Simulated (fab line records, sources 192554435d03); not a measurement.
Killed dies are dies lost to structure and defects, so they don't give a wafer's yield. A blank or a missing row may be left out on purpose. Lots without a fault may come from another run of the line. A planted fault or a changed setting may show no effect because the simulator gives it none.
Split-lot experiment | flow n5_finfet | 7 lots, 21 wafers read, on a route of 1938 steps

THE SPLIT
At N5_BEOL_M1_TRENCH_ETCH_37 (etches SiOC in C4F6/O2, target depth 55.207 nm, time 29 s), the setting source_w was moved away from the recipe's 355 W on 6 of the 21 wafers read, by -16.4% to +13.8%. The other wafers ran this setting at the recipe's value.

FROM THE SPLIT TO THE READING: what the file shows between them, 2 steps
- N5_BEOL_M1_ETCH_41: etches SiCN in CH3F/O2, target depth 31.9 nm, time 57.8 s
- N5_BEOL_M1_STRIP_97: strips in N2/H2, time 10 s

THE READING
trench_depth_nm, in nm, at N5_BEOL_M1_OCD_MEAS_38. Fault-free wafers of this fab line usually give 55.0 nm, standard deviation 1.5 nm.

wafer  | tool, chamber at the split | source_w as run, W | against the recipe | trench_depth_nm, nm | against lot-mates on the recipe
L088.3 | rie_diel-06, 1             | 355                | recipe             | 59.1                | -
L088.5 | rie_diel-06, 0             | 355                | recipe             | 56.3                | -
L088.6 | rie_diel-06, 1             | 355                | recipe             | 58.0                | -
L089.2 | rie_diel-03, 1             | 355                | recipe             | 56.0                | -
L089.5 | rie_diel-03, 2             | 355                | recipe             | 54.8                | -
L089.6 | rie_diel-03, 3             | 355                | recipe             | 52.6                | -
L090.4 | rie_diel-02, 1             | 304.4              | -14.3%             | 50.3                | -3.8
L090.5 | rie_diel-02, 3             | 355                | recipe             | 54.5                | -
L090.6 | rie_diel-02, 0             | 355                | recipe             | 53.7                | -
L091.3 | rie_diel-06, 2             | 296.8              | -16.4%             | 49.9                | -6.9
L091.4 | rie_diel-06, 0             | 355                | recipe             | 57.1                | -
L091.5 | rie_diel-06, 0             | 355                | recipe             | 56.5                | -
L092.2 | rie_diel-02, 1             | 355                | recipe             | 54.3                | -
L092.4 | rie_diel-02, 2             | 404.1              | +13.8%             | 59.1                | +4.8
L092.5 | rie_diel-02, 0             | 404.1              | +13.8%             | 56.8                | +2.5
L094.1 | rie_diel-06, 3             | 317.6              | -10.5%             | 53.0                | -4.6
L094.5 | rie_diel-06, 1             | 355                | recipe             | 57.6                | -
L094.6 | rie_diel-06, 2             | 317.6              | -10.5%             | 50.0                | -7.6
L093.3 | rie_diel-03, 0             | 355                | recipe             | 54.3                | -
L093.4 | rie_diel-03, 1             | 355                | recipe             | 56.2                | -
L093.5 | rie_diel-03, 1             | 355                | recipe             | 55.7                | -

THE FIT
A straight line over all 21 wafers: trench_depth_nm changes by +0.293 nm for each +1% of source_w; r = +0.77; the points scatter about the line by 1.8 nm.
The same after taking each lot's own level away (the mean of its wafers on the recipe; 21 wafers): +0.361 nm for each +1%; r = +0.89; scatter 1.3 nm.
On that fit, the largest move of source_w shifts the reading by 5.9 nm.
The lots' own levels span 54.10 to 57.80 nm, that is 2.5 times the standard deviation above.
So the lot-to-lot level blurs the effect unless lot-mates are compared.
Check: with one of the wafers moved furthest among these (-16.4%) left out of the fit, the line predicts -6.01 nm for it against its lot-mates. It came out at -6.9 nm against them.
Tool readings at the split's step, against how far the setting was moved: rf_vpp_V r = -0.86.

OTHER SPLITS ON THESE WAFERS
These wafers also went through other splits before the reading. Each is held against what the fit with the lots' levels taken away leaves over:
other split on the same wafers | wafers away from the commonest value | r with trench_depth_nm (lot level and that fit taken away)
N5_BEOL_M1_COAT_61 spin_rpm    | 11                                   | -0.08
N5_BEOL_M1_ETCH_70 bias_w      | 5                                    | -0.35

THE WHOLE CHAIN: every reading that the file lists as answering this split, in the file's order
step                      | what it does                                              | reading                                                                   | change (the file's fit)               | r (the file's)
N5_BEOL_M1_TRENCH_ETCH_37 | etches SiOC in C4F6/O2, target depth 55.207 nm, time 29 s | rf_vpp_V                                                                  | -6.96 V for each +1% of the setting   | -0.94
N5_BEOL_M1_TRENCH_ETCH_37 | etches SiOC in C4F6/O2, target depth 55.207 nm, time 29 s | BEOL_M1.feature_depth_nm (the simulator's own value, which no gauge read) | +0.364 nm for each +1% of the setting | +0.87
N5_BEOL_M1_TRENCH_ETCH_37 | etches SiOC in C4F6/O2, target depth 55.207 nm, time 29 s | etch.depth_nm (the simulator's own value, which no gauge read)            | +0.362 nm for each +1% of the setting | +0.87
N5_BEOL_M1_OCD_MEAS_38    |                                                           | trench_depth_nm                                                           | +0.366 nm for each +1% of the setting | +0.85

THE FILE'S OWN FIT
trench_depth_nm changes by +0.366 nm for each +1% of source_w, r = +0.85.
